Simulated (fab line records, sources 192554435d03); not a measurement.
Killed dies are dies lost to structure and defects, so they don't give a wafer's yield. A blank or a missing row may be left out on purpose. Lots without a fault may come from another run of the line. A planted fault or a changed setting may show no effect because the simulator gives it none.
Split-lot experiment | flow n5_finfet | 7 lots, 21 wafers read, on a route of 1938 steps

THE SPLIT
At N5_MOL_CONTACT_COAG_CVD_140 (deposits W, target thk 66.5 nm, time 215 s), the setting target_thk_a was moved away from the recipe's 665 angstrom on 9 of the 21 wafers read, by -12.5% to +6.9%. The other wafers ran this setting at the recipe's value.

FROM THE SPLIT TO THE READING: what the file shows between them, 2 steps
- N5_MOL_CONTACT_COAG_PRECLEAN_127: cleans in DIW, time 57.5 s
- N5_MOL_CONTACT_COAG_SRD_128: dry time 32 s

THE READING
W_of_MOL_CONTACT_COAG_CVD_140.thk_nm (the simulator's own value, which no gauge read), in nm, at N5_MOL_CONTACT_COAG_CMP_52 (polishes, stops on SiO2, t overpolish 1.5 s, target thk 66.5 nm). The file gives no usual value for it. The 12 wafers here that ran the recipe average 66.4 nm, standard deviation 0.71 nm.

wafer  | tool, chamber at the split | target_thk_a as run, angstrom | against the recipe | W_of_MOL_CONTACT_COAG_CVD_140.thk_nm, nm | against lot-mates on the recipe
L074.4 | cvd_w-02, 1                | 603.7                         | -9.2%              | 59.6                                     | -7.0
L074.6 | cvd_w-02, 1                | 603.7                         | -9.2%              | 60                                       | -6.6
L074.5 | cvd_w-02, 0                | 665                           | recipe             | 66.6                                     | -
L081.1 | cvd_w-01, 0                | 665                           | recipe             | 66.2                                     | -
L081.5 | cvd_w-01, 0                | 665                           | recipe             | 66                                       | -
L081.6 | cvd_w-01, 1                | 701.6                         | +5.5%              | 67.6                                     | +1.5
L084.2 | cvd_w-02, 1                | 665                           | recipe             | 65.8                                     | -
L084.4 | cvd_w-02, 1                | 710.7                         | +6.9%              | 67                                       | +1.2
L084.6 | cvd_w-02, 1                | 710.7                         | +6.9%              | 69                                       | +3.2
L086.4 | cvd_w-02, 1                | 665                           | recipe             | 66.8                                     | -
L086.3 | cvd_w-02, 0                | 665                           | recipe             | 67.2                                     | -
L086.2 | cvd_w-02, 0                | 665                           | recipe             | 67                                       | -
L088.2 | cvd_w-01, 1                | 665                           | recipe             | 67                                       | -
L088.4 | cvd_w-01, 1                | 665                           | recipe             | 64.6                                     | -
L088.6 | cvd_w-01, 0                | 665                           | recipe             | 67.2                                     | -
L093.1 | cvd_w-02, 1                | 581.6                         | -12.5%             | 58                                       | -8.2
L093.3 | cvd_w-02, 0                | 665                           | recipe             | 66.2                                     | -
L093.2 | cvd_w-02, 0                | 581.6                         | -12.5%             | 58.2                                     | -8.0
L094.2 | cvd_w-02, 1                | 609                           | -8.4%              | 60.6                                     | -5.6
L094.3 | cvd_w-02, 1                | 665                           | recipe             | 66.2                                     | -
L094.4 | cvd_w-02, 0                | 609                           | -8.4%              | 61                                       | -5.2

THE FIT
A straight line over all 21 wafers: W_of_MOL_CONTACT_COAG_CVD_140.thk_nm changes by +0.568 nm for each +1% of target_thk_a; r = +0.95; the points scatter about the line by 1.1 nm.
The same after taking each lot's own level away (the mean of its wafers on the recipe; 21 wafers): +0.582 nm for each +1%; r = +0.97; scatter 0.92 nm.
On that fit, the largest move of target_thk_a shifts the reading by 7.3 nm.
The lots' own levels span 65.80 to 67.00 nm, that is 1.7 times the standard deviation above.
So the lot-to-lot level changes the slope little: the two slopes agree.
Check: with one of the wafers moved furthest among these (-12.5%) left out of the fit, the line predicts -7.7 nm for it against its lot-mates. It came out at -8.2 nm against them.

OTHER SPLITS ON THESE WAFERS
These wafers also went through other splits before the reading. Each is held against what the fit with the lots' levels taken away leaves over:
other split on the same wafers          | wafers away from the commonest value | r with W_of_MOL_CONTACT_COAG_CVD_140.thk_nm (lot level and that fit taken away)
N5_MOL_CONTACT_COAG_COAT_75 spin_rpm    | 5                                    | +0.40
N5_MOL_CONTACT_COAG_VIA_ETCH_117 bias_w | 6                                    | -0.52

THE WHOLE CHAIN: every reading that the file lists as answering this split, in the file's order
step                        | what it does                                                    | reading                                                                               | change (the file's fit)               | r (the file's)
N5_MOL_CONTACT_COAG_CVD_140 | deposits W, target thk 66.5 nm, time 215 s                      | W_of_MOL_CONTACT_COAG_CVD_140.thk_nm (the simulator's own value, which no gauge read) | +0.671 nm for each +1% of the setting | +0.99
N5_MOL_CONTACT_COAG_CMP_52  | polishes, stops on SiO2, t overpolish 1.5 s, target thk 66.5 nm | W_of_MOL_CONTACT_COAG_CVD_140.thk_nm (the simulator's own value, which no gauge read) | +0.597 nm for each +1% of the setting | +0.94

THE FILE'S OWN FIT
W_of_MOL_CONTACT_COAG_CVD_140.thk_nm changes by +0.597 nm for each +1% of target_thk_a, r = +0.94.
